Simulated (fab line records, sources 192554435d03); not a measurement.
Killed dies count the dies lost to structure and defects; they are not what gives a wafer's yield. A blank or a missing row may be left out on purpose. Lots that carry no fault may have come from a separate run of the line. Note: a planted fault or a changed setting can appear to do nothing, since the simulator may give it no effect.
Matching of chambers | flow n5-finfet | 4 sister chambers for N5_BEOL_M10_ETCH_66 on rie-diel-01
The step etches SOC in N2/H2, target depth 120 nm, overetch 24 nm, time 180 s. 4 wafers are shown with their chamber, then 9 later ones without.

== EACH WAFER AND ITS CHAMBER ==
wafer  | chamber | showerhead-plenum-p-Torr (Torr)
L087.5 | 3       | 2.47
L091.2 | 2       | 2.68
L091.3 | 1       | 2.68
L091.4 | 0       | 2.53

== WAFERS WITHOUT THEIR CHAMBER ==
wafer  | showerhead-plenum-p-Torr (Torr)
L093.2 | 2.47
L093.3 | 2.68
L093.4 | 2.68
L095.1 | 2.67
L095.3 | 2.53
L095.6 | 2.67
L097.1 | 2.67
L097.2 | 2.46
L097.5 | 2.67

== EACH ONE'S CHAMBER ==
wafer  | from the rows above     | in truth
L093.2 | 3                       | 3
L093.3 | can't be placed: 1 or 2 | 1
L093.4 | can't be placed: 1 or 2 | 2
L095.1 | can't be placed: 1 or 2 | 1
L095.3 | 0                       | 0
L095.6 | can't be placed: 1 or 2 | 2
L097.1 | can't be placed: 1 or 2 | 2
L097.2 | 3                       | 3
L097.5 | can't be placed: 1 or 2 | 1
Correctly placed: 3 of 9. Not placeable from these rows: 6 (in 6, the candidates include the true chamber). Placed wrongly: 0.
How it was worked out, from the rows above alone: a wafer's distance from a chamber is the root of the sum, over the readings, of the square of ((its reading less the chamber's mean) divided by the reading's scatter). The wafer belongs to the nearest chamber; if the next one is less than 2 further off, it can't be placed. Each chamber's mean is taken over the wafers shown for it. The scatter: with one shown wafer a chamber, the root of the mean of the squares of how far each hidden wafer lies from its nearest shown one.
